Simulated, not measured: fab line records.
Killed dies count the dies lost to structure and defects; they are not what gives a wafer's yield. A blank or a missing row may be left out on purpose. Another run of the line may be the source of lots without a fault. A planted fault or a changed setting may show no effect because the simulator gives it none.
2 desks looking at one fault    flow nand harc    only its own numbers are on each desk; what lay behind them is given at the end

## THE DEFECT DESK
Counts from the inspections along the route, per lot, as means over the sampled wafers that have a number. If a lot's mean is further than 4 standard deviations from the usual mean, the lot is out of limits and carries the mark OUT (the distance appears in the brackets).
Columns: A = raw defect count at NHARC_A_WL_FILL_INSPECT_15, usual 513
lot   first seen here  A
L547  day 20 22:51     425
L549  day 22 05:53     297
L551  day 22 10:06     605
L550  day 22 10:07     461
L548  day 22 13:10     642
L558  day 25 22:10     555
L559  day 26 06:58     533
L560  day 26 14:03     857
L561  day 26 14:04     382
L563  day 28 07:31     410
L562  day 28 12:35     478
L564  day 28 15:48     510
L565  day 29 05:52     510
L567  day 29 15:50     570
L569  day 30 22:43     458
This desk found nothing out of limits on any of the 15 lots.

## THE TOOL OWNER'S DESK: rie diel-10
The tool's own readings at NHARC_A_CONTACT_ETCH_50 (etches the open film in CF4/CHF3, target depth 121 nm, time 60.5 s): means of the sampled wafers that have a number, for each lot that ran on this tool. If a lot's mean is further than 4 standard deviations from the usual mean, the lot is out of limits and carries the mark OUT (the distance appears in the brackets).
Columns: A = drypump motor current A at NHARC_A_CONTACT_ETCH_50, usual 5.8 A; B = oes product au at NHARC_A_CONTACT_ETCH_50, usual 0.952 a.u.; C = rf vpp V at NHARC_A_CONTACT_ETCH_50, usual 370.3 V; D = showerhead plenum p Torr at NHARC_A_CONTACT_ETCH_50, usual 1.56 Torr; E = throttle valve pct at NHARC_A_CONTACT_ETCH_50, usual 16.803 %
lot   first seen here  A    B      C      D     E
L547  day 21 09:05     6.0  0.973  371.8  1.61  16.802
L549  day 22 12:23     6.1  0.917  370.0  1.56  16.795
L551  day 22 17:13     6.0  0.905  369.6  1.52  16.812
L548  day 22 21:01     6.1  0.916  371.6  1.61  16.795
L560  day 27 01:45     6.0  0.976  374.3  1.68  16.812
L564  day 28 23:42     6.1  0.969  372.7  1.62  16.803
L567  day 30 00:13     6.1  0.962  372.9  1.64  16.809
L569  day 31 04:56     6.1  0.973  372.5  1.63  16.792
This desk found nothing out of limits on any of the 8 lots.

## TAKEN TOGETHER
Nothing the defect desk looked at was out of limits.
The desk of the tool owner found nothing out of limits.

## WHAT THE SIMULATOR HAD INSERTED
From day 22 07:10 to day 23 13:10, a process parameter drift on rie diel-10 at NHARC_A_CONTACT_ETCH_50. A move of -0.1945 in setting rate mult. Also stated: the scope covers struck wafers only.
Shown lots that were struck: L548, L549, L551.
